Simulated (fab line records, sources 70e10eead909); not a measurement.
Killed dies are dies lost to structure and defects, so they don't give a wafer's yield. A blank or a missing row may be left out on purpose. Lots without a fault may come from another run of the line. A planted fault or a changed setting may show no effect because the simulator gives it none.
Tool commonality check | flow nand_harc | 12 lots, 36 wafers sampled

WHY IT WAS OPENED
At NHARC_A_SGD_CUT_INSPECT_11 the reading raw_defect_count is flagged on 1 of 12 lots. Wafers without a fault read 17, standard deviation 9.1.
Rule: a lot is flagged when every wafer of it that has a number lies more than 4 standard deviations from that mean, or none has a number. The other lots count as sound.

lot  | measured     | on                | raw_defect_count, wafer by wafer | flag
L207 | day 13 16:34 | defect_inspect-01 | 17 14 14                         |
L210 | day 14 07:21 | defect_inspect-01 | 3 8 8                            |
L209 | day 14 07:36 | defect_inspect-02 | 25 31 16                         |
L211 | day 14 23:07 | defect_inspect-02 | 7 11 7                           |
L212 | day 15 08:13 | defect_inspect-02 | 4 13 7                           |
L215 | day 15 16:14 | defect_inspect-01 | 457 432 449                      | FLAGGED
L216 | day 15 16:43 | defect_inspect-02 | 25 15 30                         |
L224 | day 18 09:20 | defect_inspect-01 | 20 8 11                          |
L229 | day 19 10:58 | defect_inspect-01 | 13 11 9                          |
L227 | day 19 11:09 | defect_inspect-02 | 7 12 17                          |
L228 | day 19 11:23 | defect_inspect-01 | 11 15 12                         |
L230 | day 20 07:08 | defect_inspect-01 | 4 2 5                            |
The numbers of the flagged lots are 446 on average: +429 against the usual, or +47 standard deviations.

WHICH TOOL RAN EACH LOT
The record holds 4 process steps before the reading, out of a route of 1159 steps. In each cell: the tool, then ch and the chambers that the sampled wafers went through, then the start.
lot  | flag    | NHARC_A_STAIRCASE_CMP_152     | NHARC_A_STAIRCASE_ETCHBACK_157     | NHARC_A_STAIRCASE_STRIP_475                   | NHARC_A_STAIRCASE_CMP_472
L207 |         | cmp-02 ch 0,1, day 13 13:56   | rie_diel-11 ch 1,2,3, day 13 14:47 | rie_diel-11 ch 1,2,3, day 13 15:22 or earlier | cmp-01 ch 1,2,3, day 13 15:22
L210 |         | cmp-02 ch 0,1,3, day 14 04:50 | rie_diel-11 ch 0,1,3, day 14 05:40 | rie_diel-11 ch 0,1,3, day 14 06:15 or earlier | cmp-02 ch 0,1,2, day 14 06:15
L209 |         | cmp-01 ch 1,2, day 14 04:57   | rie_diel-10 ch 0,1,3, day 14 05:47 | rie_diel-10 ch 1,3, day 14 06:22 or earlier   | cmp-01 ch 1,2,3, day 14 06:22
L211 |         | cmp-01 ch 1,2, day 14 20:28   | rie_diel-10 ch 0,1,3, day 14 21:18 | rie_diel-10 ch 0,3, day 14 21:52 or earlier   | cmp-02 ch 0,2,3, day 14 21:52
L212 |         | cmp-04 ch 0,1, day 15 05:43   | rie_diel-13 ch 0,3, day 15 06:32   | rie_diel-13 ch 1,2,3, day 15 07:07 or earlier | cmp-02 ch 1,2, day 15 07:07
L215 | FLAGGED | cmp-02 ch 0,2, day 15 13:33   | rie_diel-10 ch 0,3, day 15 14:28   | rie_diel-10 ch 1,3, day 15 14:42              | cmp-02 ch 0,3, day 15 15:05
L216 |         | cmp-01 ch 0,1,2, day 15 13:43 | rie_diel-10 ch 0,1,3, day 15 14:52 | rie_diel-10 ch 0,1,3, day 15 15:28 or earlier | cmp-01 ch 0,1,2, day 15 15:28
L224 |         | cmp-04 ch 2,3, day 18 06:24   | rie_diel-11 ch 0,2,3, day 18 07:14 | rie_diel-11 ch 2,3, day 18 08:04 or earlier   | cmp-01 ch 0,3, day 18 08:04
L229 |         | cmp-02 ch 0,2,3, day 19 08:14 | rie_diel-13 ch 0,2,3, day 19 09:05 | rie_diel-13 ch 0,1,3, day 19 09:42 or earlier | cmp-02 ch 0,1,3, day 19 09:42
L227 |         | cmp-04 ch 0,2,3, day 19 08:27 | rie_diel-10 ch 0,1,3, day 19 09:16 | rie_diel-10 ch 0,1,3, day 19 09:50 or earlier | cmp-01 ch 1,2,3, day 19 09:50
L228 |         | cmp-01 ch 1,2,3, day 19 08:43 | rie_diel-13 ch 0,1,3, day 19 09:34 | rie_diel-13 ch 2,3, day 19 10:08 or earlier   | cmp-01 ch 1,3, day 19 10:08
L230 |         | cmp-04 ch 0,2,3, day 20 04:37 | rie_diel-10 ch 0,3, day 20 05:26   | rie_diel-10 ch 0,2,3, day 20 05:59 or earlier | cmp-04 ch 0,1,2, day 20 05:59
What these steps do:
- NHARC_A_STAIRCASE_CMP_152: polishes.
- NHARC_A_STAIRCASE_ETCHBACK_157: etches the open film in CH3F/O2, target depth 90 nm, time 167.14 s.
- NHARC_A_STAIRCASE_STRIP_475: strips in O2, time 20 s.
- NHARC_A_STAIRCASE_CMP_472: polishes SiO2.
- NHARC_A_SGD_CUT_INSPECT_11

FLAGGED OVER TOTAL, TOOL BY TOOL (the gauges that took the reading come last)
step                           | tool              | lots run | flagged | share of the flagged lots | sound lots run after its first flagged lot
NHARC_A_STAIRCASE_CMP_152      | cmp-01            | 4        | 0       | none                      | -
NHARC_A_STAIRCASE_CMP_152      | cmp-02            | 4        | 1       | all                       | 1 (L229)
NHARC_A_STAIRCASE_CMP_152      | cmp-04            | 4        | 0       | none                      | -
NHARC_A_STAIRCASE_ETCHBACK_157 | rie_diel-10       | 6        | 1       | all                       | 3 (L216,L227,L230)
NHARC_A_STAIRCASE_ETCHBACK_157 | rie_diel-11       | 3        | 0       | none                      | -
NHARC_A_STAIRCASE_ETCHBACK_157 | rie_diel-13       | 3        | 0       | none                      | -
NHARC_A_STAIRCASE_STRIP_475    | rie_diel-10       | 6        | 1       | all                       | 3 (L216,L227,L230)
NHARC_A_STAIRCASE_STRIP_475    | rie_diel-11       | 3        | 0       | none                      | -
NHARC_A_STAIRCASE_STRIP_475    | rie_diel-13       | 3        | 0       | none                      | -
NHARC_A_STAIRCASE_CMP_472      | cmp-01            | 6        | 0       | none                      | -
NHARC_A_STAIRCASE_CMP_472      | cmp-02            | 5        | 1       | all                       | 1 (L229)
NHARC_A_STAIRCASE_CMP_472      | cmp-04            | 1        | 0       | none                      | -
NHARC_A_SGD_CUT_INSPECT_11     | defect_inspect-01 | 7        | 1       | all                       | 4 (L224,L229,L228,L230)
NHARC_A_SGD_CUT_INSPECT_11     | defect_inspect-02 | 5        | 0       | none                      | -
NHARC_A_STAIRCASE_STRIP_475 gives no start for some lots, so the hours and the order of its lots are those of NHARC_A_STAIRCASE_CMP_472.

WHAT THE TABLE ALLOWS
5 rows of the table ran every flagged lot: cmp-02 at NHARC_A_STAIRCASE_CMP_152, rie_diel-10 at NHARC_A_STAIRCASE_ETCHBACK_157, rie_diel-10 at NHARC_A_STAIRCASE_STRIP_475, cmp-02 at NHARC_A_STAIRCASE_CMP_472, defect_inspect-01 at NHARC_A_SGD_CUT_INSPECT_11.
- cmp-02 at NHARC_A_STAIRCASE_CMP_152: 1 of its 4 lots flagged. Sound lots ran on it after the first flagged one (L229), which a lasting fault on the whole tool wouldn't allow.
- rie_diel-10 at NHARC_A_STAIRCASE_ETCHBACK_157: 1 of its 6 lots flagged. Sound lots ran on it after the first flagged one (L216, L227, L230), which a lasting fault on the whole tool wouldn't allow.
- rie_diel-10 at NHARC_A_STAIRCASE_STRIP_475: 1 of its 6 lots flagged. Sound lots ran on it after the first flagged one (L216, L227, L230), which a lasting fault on the whole tool wouldn't allow.
- cmp-02 at NHARC_A_STAIRCASE_CMP_472: 1 of its 5 lots flagged. Sound lots ran on it after the first flagged one (L229), which a lasting fault on the whole tool wouldn't allow.
- defect_inspect-01 at NHARC_A_SGD_CUT_INSPECT_11: 1 of its 7 lots flagged. Sound lots ran on it after the first flagged one (L224, L229, L228, L230), which a lasting fault on the whole tool wouldn't allow.
No row of the table ran every flagged lot and no sound lot after the first.

WHAT THE SIMULATOR HAD PUT IN
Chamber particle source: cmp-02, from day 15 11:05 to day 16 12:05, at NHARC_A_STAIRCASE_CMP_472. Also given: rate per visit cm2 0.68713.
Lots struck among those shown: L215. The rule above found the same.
